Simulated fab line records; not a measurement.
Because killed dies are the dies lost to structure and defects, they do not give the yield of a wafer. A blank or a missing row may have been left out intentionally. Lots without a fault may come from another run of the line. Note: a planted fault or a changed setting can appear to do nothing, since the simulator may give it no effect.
fab line records | flow n5_finfet
record lots=10 | wafers=30 | last_day=20
route steps=1938 shown BEOL_M5@1171 MIM_BOT_ETCH@1867 TV_OPEN@1889 PASSIVATION@1930
lots that met no fault: taken from a fault-free run of the same line
start_h: hours from the record's opening day to when the first of the lot's shown wafers began | wait_h: how many hours have passed since the lot's step before this one | " identical to the entry in the row above | L1.1+2: a single row standing in for several wafers | - value missing, or start not given | * or withheld: withheld | < > ~ a bound
route shown NAME@n: names a module that has steps shown in the file, with the first one's number in the route | usual: mean/standard deviation taken from wafers without a fault | same: alike in all rows | chamber/n: place in a boat | sites: the reading at each site | _std_site: how widely they spread, as a standard deviation | _edge_site: outer sites' mean less inner sites' | radius_mm: how far each site lies from the wafer's centre | mask NAME#n: copy n | behind: tool/chamber where the wafer was last shaped | hold: reason for holding the lot/hours on hold/outcome of the hold | device: which transistor (n, p or np) failed to switch | end of line: tests of these same wafers at the route's end | where a step has no rows: the recipe by itself | killed: at the first sort, the dies lost to defects and structure; wafer yield is something else | map: per-die view of a wafer (x killed, . not killed, _ where there is no die)
set.NAME: the run value of the setting; set.NAME@STEP: its run value at that earlier step | model.NAME: the simulator's own value behind a step, which no gauge read
one table for each step of the route and one row for each wafer, over a sample of lots
services: a tool's chamber out of use, with start hour (start_h, from the record's first day; less than 0 if before it), hours out, and reason
## steps
# step N5_BEOL_M5_PRE_CLEAN_45
# recipe gas=H2/He | time_s=30 | temp_c=250
# usual heater_power_w=349/41 | susceptor_temp_C=250.00/0.18
lot.wafer | tool           | chamber | start_h | wait_h | heater_power_w | susceptor_temp_C
L538.1    | pvd_sputter-01 | -       | 192.62  | 0.0    | 349            | 250.24
L538.3    | "              | -       | "       | "      | 320            | 249.79
L538.5    | "              | -       | "       | "      | 330            | 249.79
L540.1    | pvd_sputter-03 | -       | 201.53  | 0.0    | 412            | 250.04
L540.2    | "              | -       | "       | "      | 325            | 250.08
L540.4    | "              | -       | "       | "      | 307            | 250.11
L542.1    | pvd_sputter-01 | -       | 208.19  | 0.0    | 354            | 250.22
L542.4    | "              | -       | "       | "      | 391            | 249.81
L542.6    | "              | -       | "       | "      | 405            | 249.98
L544.1    | pvd_sputter-01 | -       | 233.03  | 0.0    | 319            | 249.70
L544.3    | "              | -       | "       | "      | 311            | 249.94
L544.5    | "              | -       | "       | "      | 344            | 249.92
L545.2    | pvd_sputter-01 | -       | 240.81  | 0.0    | 341            | 250.11
L545.5    | "              | -       | "       | "      | 397            | 250.12
L545.6    | "              | -       | "       | "      | 323            | 249.82
L550.2    | pvd_sputter-01 | -       | 296.66  | 0.0    | 352            | 250.16
L550.3    | "              | -       | "       | "      | 325            | 250.08
L550.4    | "              | -       | "       | "      | 311            | 249.90
L547.3    | pvd_sputter-02 | -       | 308.23  | 0.0    | 375            | 250.17
L547.4    | "              | -       | "       | "      | 414            | 250.00
L547.5    | "              | -       | "       | "      | 410            | 250.19
L551.1    | pvd_sputter-03 | -       | 313.33  | 0.0    | 300            | 249.95
L551.4    | "              | -       | "       | "      | 332            | 250.01
L551.6    | "              | -       | "       | "      | 303            | 249.93
L557.3    | pvd_sputter-02 | -       | 335.55  | 0.0    | 362            | 250.07
L557.4    | "              | -       | "       | "      | 396            | 249.79
L557.5    | "              | -       | "       | "      | 371            | 250.07
L560.2    | pvd_sputter-03 | -       | 367.30  | 0.0    | 402            | 250.22
L560.3    | "              | -       | "       | "      | 306            | 250.08
L560.6    | "              | -       | "       | "      | 301            | 249.86
# step N5_MIM_BOT_ETCH_ETCH_03
# recipe chemistry=Cl2/BCl3 | target_depth_a=120 | pressure_mtorr=8 | icp_w=800 | bias_w=100 | Cl2_flow_sccm=20 | bcl3_flow_sccm=80
# usual drypump_motor_current_A=5.95/0.13 | oes_product_au=0.82/0.073 | throttle_valve_pct=27.43/0.25
lot.wafer | tool         | chamber | start_h | wait_h | drypump_motor_current_A | oes_product_au | rf_hours_counter_h | throttle_valve_pct
L538.1    | rie_metal-03 | 1       | 280.86  | 0.1    | 5.97                    | 0.88           | 14                 | 27.29
L538.3    | "            | 1       | "       | "      | 5.96                    | 0.89           | -                  | 27.29
L538.5    | "            | 1       | "       | "      | 5.99                    | 0.88           | -                  | 27.29
L540.1    | rie_metal-02 | 1       | 290.66  | 0.1    | 5.79                    | 0.75           | 47                 | 27.29
L540.2    | "            | 0       | "       | "      | 6.15                    | 0.76           | 53                 | 27.76
L540.4    | "            | 1       | "       | "      | 5.82                    | 0.75           | -                  | 27.30
L542.1    | rie_metal-01 | 1       | 310.30  | 0.1    | 5.89                    | 0.82           | 26                 | 27.25
L542.4    | "            | 1       | "       | "      | 5.90                    | 0.82           | -                  | 27.25
L542.6    | "            | 1       | "       | "      | 5.89                    | 0.83           | -                  | 27.23
L544.1    | rie_metal-02 | 1       | 315.42  | 0.1    | 5.80                    | 0.74           | 49                 | 27.31
L544.3    | "            | 0       | "       | "      | 6.16                    | 0.76           | -                  | 27.77
L544.5    | "            | 0       | "       | "      | 6.14                    | 0.77           | -                  | 27.76
L545.2    | rie_metal-02 | 0       | 318.68  | 0.1    | 6.14                    | 0.76           | 55                 | 27.77
L545.5    | "            | 1       | "       | "      | 5.79                    | 0.74           | -                  | 27.31
L545.6    | "            | 0       | "       | "      | 6.15                    | 0.76           | -                  | 27.76
L550.2    | rie_metal-01 | 0       | 380.94  | 0.1    | 6.03                    | 0.95           | 3                  | 27.14
L550.3    | "            | 0       | "       | "      | 6.05                    | 0.94           | -                  | 27.15
L550.4    | "            | 1       | "       | "      | 5.92                    | 0.81           | -                  | 27.25
L547.3    | rie_metal-01 | 0       | 398.26  | 0.1    | 6.03                    | 0.94           | -                  | 27.17
L547.4    | "            | 1       | "       | "      | 5.92                    | 0.81           | -                  | 27.26
L547.5    | "            | 0       | "       | "      | 6.04                    | 0.94           | -                  | 27.15
L551.1    | rie_metal-03 | 1       | 409.52  | 0.1    | 5.98                    | 0.84           | 26                 | 27.31
L551.4    | "            | 1       | "       | "      | 5.96                    | 0.84           | -                  | 27.33
L551.6    | "            | 1       | "       | "      | 5.96                    | 0.83           | -                  | 27.31
L557.3    | rie_metal-01 | 0       | 422.02  | 0.1    | 6.05                    | 0.91           | -                  | 27.15
L557.4    | "            | 1       | "       | "      | 5.90                    | 0.79           | -                  | 27.27
L557.5    | "            | 0       | "       | "      | 6.04                    | 0.92           | -                  | 27.16
L560.2    | rie_metal-01 | 1       | 461.63  | 0.1    | 5.85                    | 0.79           | 39                 | 27.28
L560.3    | "            | 0       | "       | "      | 6.04                    | 0.89           | -                  | 27.16
L560.6    | "            | 0       | "       | "      | 6.03                    | 0.89           | -                  | 27.17
# step N5_PASSIVATION_STRIP_14
# recipe chemistry=O2 | power_w=600 | temp_c=60 | pressure_mtorr=30 | rf_frequency_hz=6e+07 | bias_power_w=0 | overash_fraction=0.5 | o2_flow_sccm=225
# usual drypump_motor_current_A=5.6/0.49 | o2_flow_sccm=224.9/0.67 | oes_product_au=0.80/0.092 | rf_vpp_V=3.6/0.84 | showerhead_plenum_p_Torr=2.10/0.084 | throttle_valve_pct=16.67/0.22
lot.wafer | tool        | chamber | start_h | wait_h | drypump_motor_current_A | o2_flow_sccm | oes_product_au | rf_hours_counter_h | rf_vpp_V | showerhead_plenum_p_Torr | throttle_valve_pct
L538.1    | rie_diel-03 | 3       | 282.80  | 0.1    | 5.5                     | 224.0        | 0.85           | 50                 | 3.3      | 2.23                     | 16.52
L538.3    | "           | 0       | "       | "      | 4.7                     | 225.8        | 0.80           | 76                 | 2.6      | 2.04                     | 16.50
L538.5    | "           | 3       | "       | "      | 5.5                     | 224.8        | 0.86           | -                  | 3.9      | 2.23                     | 16.52
L540.1    | rie_diel-06 | 1       | 292.81  | 0.1    | 5.6                     | 224.8        | 0.69           | 240                | 4.7      | 2.16                     | 17.14
L540.2    | "           | 3       | "       | "      | 5.5                     | 225.3        | 0.69           | 230                | 3.7      | 2.06                     | 16.94
L540.4    | "           | 2       | "       | "      | 6.5                     | 225.8        | 0.73           | 187                | 3.8      | 2.00                     | 16.59
L542.1    | rie_diel-03 | 0       | 313.11  | 0.1    | 4.7                     | 224.6        | 0.79           | 85                 | 3.6      | 2.04                     | 16.55
L542.4    | "           | 2       | "       | "      | 5.3                     | 225.0        | 0.92           | 26                 | 4.1      | 2.23                     | 16.55
L542.6    | "           | 1       | "       | "      | 6.0                     | 224.7        | 0.98           | -                  | 3.8      | 2.15                     | 16.38
L544.1    | rie_diel-06 | 3       | 319.10  | 0.1    | 5.4                     | 224.3        | 0.68           | 237                | 4.1      | 2.06                     | 16.97
L544.3    | "           | 2       | "       | "      | 6.4                     | 224.9        | 0.73           | 193                | 4.6      | 2.00                     | 16.61
L544.5    | "           | 2       | "       | "      | 6.4                     | 225.7        | 0.71           | -                  | 5.2      | 2.00                     | 16.59
L545.2    | rie_diel-06 | 1       | 323.26  | 0.1    | 5.6                     | 223.9        | 0.68           | 247                | 4.1      | 2.16                     | 17.18
L545.5    | "           | 3       | "       | "      | 5.4                     | 225.8        | 0.67           | -                  | 3.3      | 2.06                     | 16.95
L545.6    | "           | 2       | "       | "      | 6.4                     | 225.8        | 0.72           | -                  | 4.0      | 2.00                     | 16.60
L550.2    | rie_diel-06 | 2       | 383.54  | 0.1    | 6.4                     | 224.7        | 0.69           | 213                | 5.1      | 2.00                     | 16.67
L550.3    | "           | 0       | "       | "      | 5.2                     | 224.5        | 0.84           | 66                 | 5.5      | 2.04                     | 16.54
L550.4    | "           | 2       | "       | "      | 6.5                     | 224.9        | 0.71           | -                  | 2.3      | 2.00                     | 16.63
L547.3    | rie_diel-03 | 1       | 402.07  | 0.1    | 6.0                     | 224.6        | 0.92           | 24                 | 4.1      | 2.14                     | 16.44
L547.4    | "           | 2       | "       | "      | 5.4                     | 225.3        | 0.86           | 52                 | 4.3      | 2.22                     | 16.62
L547.5    | "           | 3       | "       | "      | 5.5                     | 224.6        | 0.81           | -                  | 4.6      | 2.21                     | 16.57
L551.1    | rie_diel-02 | 0       | 412.58  | 0.1    | 5.6                     | 224.1        | 0.83           | 92                 | 4.9      | 2.04                     | 16.65
L551.4    | "           | 2       | "       | "      | 6.0                     | 225.7        | 0.69           | 235                | 3.7      | 2.17                     | 16.93
L551.6    | "           | 2       | "       | "      | 6.0                     | 224.8        | 0.68           | -                  | 2.4      | 2.17                     | 16.94
L557.3    | rie_diel-02 | 0       | 424.45  | 0.1    | 5.6                     | 224.4        | 0.80           | 96                 | 4.5      | 2.04                     | 16.68
L557.4    | "           | 1       | "       | "      | 6.3                     | 223.7        | 0.82           | 83                 | 1.2      | 2.12                     | 16.49
L557.5    | "           | 1       | "       | "      | 6.3                     | 225.3        | 0.82           | -                  | 3.6      | 2.12                     | 16.47
L560.2    | rie_diel-02 | 0       | 465.84  | 0.1    | 5.6                     | 225.4        | 0.80           | 109                | 4.5      | 2.04                     | 16.71
L560.3    | "           | 1       | "       | "      | 6.4                     | 225.5        | 0.79           | 98                 | 5.1      | 2.11                     | 16.52
L560.6    | "           | 1       | "       | "      | 6.4                     | 224.8        | 0.80           | -                  | 3.2      | 2.11                     | 16.51
# step N5_PASSIVATION_ETCH_54
# recipe chemistry=CHF3/O2 | target=SiO2 | target_depth_a=8800 | CHF3_flow_sccm=50 | O2_flow_sccm=5 | Ar_flow_sccm=200 | time_s=440 | mask_material=PR | pressure_mtorr=30 | source_w=650 | bias_w=170 | ion_energy_ev=200
# usual drypump_motor_current_A=6.0/0.45 | oes_product_au=0.79/0.074 | rf_vpp_V=524/4.9 | showerhead_plenum_p_Torr=2.41/0.065 | throttle_valve_pct=18.89/0.2
lot.wafer | tool        | chamber | start_h | wait_h | drypump_motor_current_A | oes_product_au | rf_hours_counter_h | rf_vpp_V | showerhead_plenum_p_Torr | throttle_valve_pct
L538.1    | rie_diel-01 | 2       | 286.65  | 0.1    | 4.9                     | 0.92           | 24                 | 535      | 2.46                     | 18.44
L538.3    | "           | 3       | "       | "      | 5.2                     | 0.74           | 169                | 517      | 2.40                     | 19.17
L538.5    | "           | 1       | "       | "      | 5.6                     | 0.73           | -                  | 521      | 2.39                     | 19.04
L540.1    | rie_diel-05 | 2       | 296.35  | 0.1    | 6.0                     | 0.71           | 234                | 524      | 2.47                     | 19.16
L540.2    | "           | 0       | "       | "      | 5.7                     | 0.78           | 112                | 528      | 2.53                     | 18.97
L540.4    | "           | 1       | "       | "      | 6.6                     | 0.75           | 177                | 518      | 2.40                     | 18.71
L542.1    | rie_diel-05 | 1       | 316.45  | 0.1    | 6.6                     | 0.75           | 182                | 519      | 2.40                     | 18.73
L542.4    | "           | 1       | "       | "      | 6.6                     | 0.74           | -                  | 517      | 2.40                     | 18.73
L542.6    | "           | 3       | "       | "      | 5.9                     | 0.77           | -                  | 520      | 2.32                     | 19.08
L544.1    | rie_diel-04 | 3       | 323.14  | 0.1    | 5.5                     | 0.84           | 70                 | 527      | 2.45                     | 18.76
L544.3    | "           | 2       | "       | "      | 5.5                     | 0.68           | 228                | 521      | 2.39                     | 19.20
L544.5    | "           | 2       | "       | "      | 5.5                     | 0.68           | -                  | 521      | 2.39                     | 19.21
L545.2    | rie_diel-05 | 0       | 326.47  | 0.1    | 5.7                     | 0.77           | 121                | 529      | 2.52                     | 18.98
L545.5    | "           | 0       | "       | "      | 5.7                     | 0.77           | -                  | 528      | 2.52                     | 18.97
L545.6    | "           | 1       | "       | "      | 6.6                     | 0.74           | -                  | 519      | 2.40                     | 18.74
L550.2    | rie_diel-05 | 1       | 387.13  | 0.1    | 6.6                     | 0.72           | 208                | 519      | 2.39                     | 18.79
L550.3    | "           | 0       | "       | "      | 5.7                     | 0.76           | 140                | 527      | 2.51                     | 19.01
L550.4    | "           | 3       | "       | "      | 6.0                     | 0.75           | 163                | 521      | 2.31                     | 19.12
L547.3    | rie_diel-04 | 3       | 405.53  | 0.1    | 5.5                     | 0.81           | 94                 | 526      | 2.44                     | 18.81
L547.4    | "           | 0       | "       | "      | 6.2                     | 0.82           | -                  | 532      | 2.44                     | 18.65
L547.5    | "           | 1       | "       | "      | 6.3                     | 0.84           | -                  | 525      | 2.35                     | 18.69
L551.1    | rie_diel-04 | 0       | 415.92  | 0.1    | 6.2                     | 0.81           | 70                 | 531      | 2.44                     | 18.66
L551.4    | "           | 1       | "       | "      | 6.2                     | 0.84           | -                  | 524      | 2.34                     | 18.69
L551.6    | "           | 3       | "       | "      | 5.5                     | 0.81           | -                  | 527      | 2.44                     | 18.79
L557.3    | rie_diel-01 | 0       | 428.01  | 0.1    | 6.5                     | 0.76           | 145                | 528      | 2.33                     | 18.89
L557.4    | "           | 2       | "       | "      | 5.0                     | 0.84           | 74                 | 535      | 2.44                     | 18.52
L557.5    | "           | 1       | "       | "      | 5.7                     | 1.01           | -                  | 520      | 2.37                     | 18.70
L560.2    | rie_diel-05 | 2       | 469.18  | 0.1    | 6.1                     | 0.91           | 30                 | 523      | 2.45                     | 18.86
L560.3    | "           | 0       | "       | "      | 5.7                     | 0.74           | 164                | 528      | 2.51                     | 19.05
L560.6    | "           | 1       | "       | "      | 6.6                     | 0.71           | -                  | 518      | 2.38                     | 18.82
# step N5_PASSIVATION_PROBE_49
# usual defect_limited_yield=91.6/1.6 | killed_at_M0_to_M3=32/9.7 | killed_at_M4_up=13/4.4 | killed_at_contacts=12/6.5 | killed_at_front_end=38/12 | killed_at_other=3.7/3 | killed_dies=99/18 | killed_open=66/14 | killed_short=32/7.5 | sort_bin_5_function=4.9/1 | sort_bin_6_memory=3.2/0.73 | sort_n_pass=1081/18 | sort_yield_pct=91.6/1.6
# same gross_dies=1180 | killed_at_back_side=0 | sort_bin_4_leakage[%]=0 | sort_bin_8_speed[%]=0
lot.wafer | tool      | chamber | start_h | wait_h | defect_limited_yield[%] | killed_at_M0_to_M3 | killed_at_M4_up | killed_at_contacts | killed_at_front_end | killed_at_other | killed_dies | killed_open | killed_short | sort_bin_5_function[%] | sort_bin_6_memory[%] | sort_n_pass | sort_yield_pct[%]
L545.2    | prober-02 | -       | 329.30  | 0.1    | 89.2                    | 51                 | 7               | 13                 | 57                  | 0               | 128         | 78          | 49           | 6.4                    | 4.2                  | 1052        | 89.2
L545.5    | prober-02 | -       | 329.45  | 0.2    | 91.2                    | 36                 | 5               | 14                 | 46                  | 3               | 104         | 64          | 40           | 5.7                    | 2.9                  | 1076        | 91.2
L545.6    | prober-02 | -       | 329.50  | 0.3    | 88.1                    | 41                 | 12              | 24                 | 60                  | 4               | 141         | 90          | 51           | 8.0                    | 3.8                  | 1039        | 88.1
L550.2    | prober-01 | -       | 389.96  | 0.1    | 91.3                    | 33                 | 19              | 10                 | 39                  | 2               | 103         | 76          | 27           | 4.1                    | 4.5                  | 1077        | 91.3
L550.3    | prober-01 | -       | 390.01  | 0.1    | 94.3                    | 22                 | 6               | 7                  | 30                  | 2               | 67          | 48          | 19           | 3.4                    | 2.0                  | 1113        | 94.3
L550.4    | prober-01 | -       | 390.06  | 0.2    | 81.8                    | 39                 | 131             | 16                 | 23                  | 6               | 215         | 69          | 19           | 11.4                   | 4.5                  | 965         | 81.8
# killed by level:class
L545.2 FIN_SAQP:geometric_particle:open=14 FIN_SAQP:geometric_particle:short=14 BEOL_M0_SAQP:geometric_particle:short=12 MOL_CONTACT_COAG:geometric_particle:open=11 BEOL_M3:geometric_particle:open=10 BEOL_M0_SAQP:geometric_particle:open=9 BEOL_M2:geometric_particle:open=7 BEOL_M1:geometric_particle:open=6
L545.5 FIN_SAQP:geometric_particle:open=12 MOL_CONTACT_COAG:geometric_particle:open=10 BEOL_M1:geometric_particle:open=10 FIN_SAQP:geometric_particle:short=9 STI_FIN_REVEAL:geometric_particle:open=7 BEOL_M0_SAQP:geometric_particle:open=6 DUMMY_GATE:geometric_particle:short=5 BEOL_M1:geometric_particle:short=5
L545.6 FIN_SAQP:geometric_particle:open=23 MOL_CONTACT_COAG:geometric_particle:open=20 BEOL_M0_SAQP:geometric_particle:short=20 FIN_SAQP:geometric_particle:short=10 BEOL_M0_SAQP:geometric_particle:open=9 GATE_CUT:geometric_particle:short=6 BEOL_M3:geometric_particle:open=6 STI_FIN_REVEAL:geometric_particle:open=5
L550.2 BEOL_M2:geometric_particle:open=11 FIN_SAQP:geometric_particle:open=10 MOL_CONTACT_COAG:geometric_particle:open=10 BEOL_M4:geometric_particle:open=10 STI_FIN_REVEAL:geometric_particle:open=6 GATE_CUT:geometric_particle:short=6 BEOL_M0_SAQP:geometric_particle:short=5 BEOL_M1:geometric_particle:open=5
L550.3 FIN_SAQP:geometric_particle:short=8 BEOL_M1:geometric_particle:open=7 FIN_SAQP:geometric_particle:open=5 MOL_CONTACT_COAG:geometric_particle:open=5 BEOL_M0_SAQP:geometric_particle:open=5 DUMMY_GATE:geometric_particle:open=4 STI_FIN_REVEAL:geometric_particle:open=4 BEOL_M0_SAQP:geometric_particle:short=4
L550.4 BEOL_M5:unspecified=127 BEOL_M1:geometric_particle:open=14 MOL_CONTACT_COAG:geometric_particle:open=14 BEOL_M2:geometric_particle:open=7 STI_FIN_REVEAL:geometric_particle:open=7 BEOL_M0_SAQP:geometric_particle:open=6 FIN_SAQP:geometric_particle:open=4 BEOL_M0_SAQP:geometric_particle:short=4
## services
tool         | chamber | start_h | hours | kind
rie_diel-05  | 1       | 173.90  | 8.8   | repair
rie_diel-04  | 1       | 176.16  | 8.1   | repair
rie_diel-03  | -       | 177.21  | 0.8   | repair
rie_metal-01 | 1       | 177.48  | 3.6   | repair
rie_metal-01 | -       | 192.91  | 1.4   | pm
rie_metal-02 | 0       | 207.82  | 1.5   | repair
rie_diel-02  | 2       | 214.00  | 6.4   | repair
rie_diel-04  | 0       | 214.62  | 7.9   | repair
rie_diel-02  | 1       | 219.30  | 40.8  | repair
rie_diel-05  | -       | 236.95  | 2.4   | repair
rie_metal-01 | -       | 239.29  | 14.6  | pm
rie_diel-06  | 3       | 252.54  | 2.8   | repair
rie_diel-03  | 1       | 260.48  | 6.6   | repair
rie_metal-01 | 0       | 283.97  | 2.3   | repair
rie_diel-04  | 2       | 287.32  | 7.5   | repair
rie_diel-04  | 2       | 308.08  | 5.8   | repair
rie_diel-05  | 2       | 313.06  | 5.9   | repair
rie_diel-03  | 3       | 318.68  | 3.2   | repair
rie_diel-06  | 3       | 326.10  | 3.0   | repair
rie_diel-06  | -       | 385.21  | 14.6  | pm
rie_diel-05  | -       | 414.47  | 4.0   | pm
rie_diel-05  | -       | 418.47  | 2.8   | pm
rie_diel-05  | 0       | 428.66  | 5.9   | repair
rie_metal-01 | -       | 463.35  | 0.6   | repair
## key
first_sign step=N5_PASSIVATION_PROBE_49 | reading=killed_at_M4_up | direction=up | sigmas=27 | usual=13 | struck=131
effect step=N5_PASSIVATION_PROBE_49 | reading=killed_dies | direction=up | sigmas=6.3 | usual=99 | struck=215
more_kills_born_at N5_BEOL_M5_PRE_CLEAN_45@pvd_sputter-01=127
met_at N5_BEOL_M5_PRE_CLEAN_45
struck_lots L550
struck_wafers L550.4
not_acting_at N5_MIM_BOT_ETCH_ETCH_03,N5_PASSIVATION_STRIP_14,N5_PASSIVATION_ETCH_54
onset_between 233.03 296.66
fault kind=chamber_particle_source | tool=pvd_sputter-01 | chamber=- | onset_h=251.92 | steps=N5_BEOL_M5_PRE_CLEAN_45 | rate_per_visit_cm2=0.77164 | end_h=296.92 | scope=struck_wafers_only
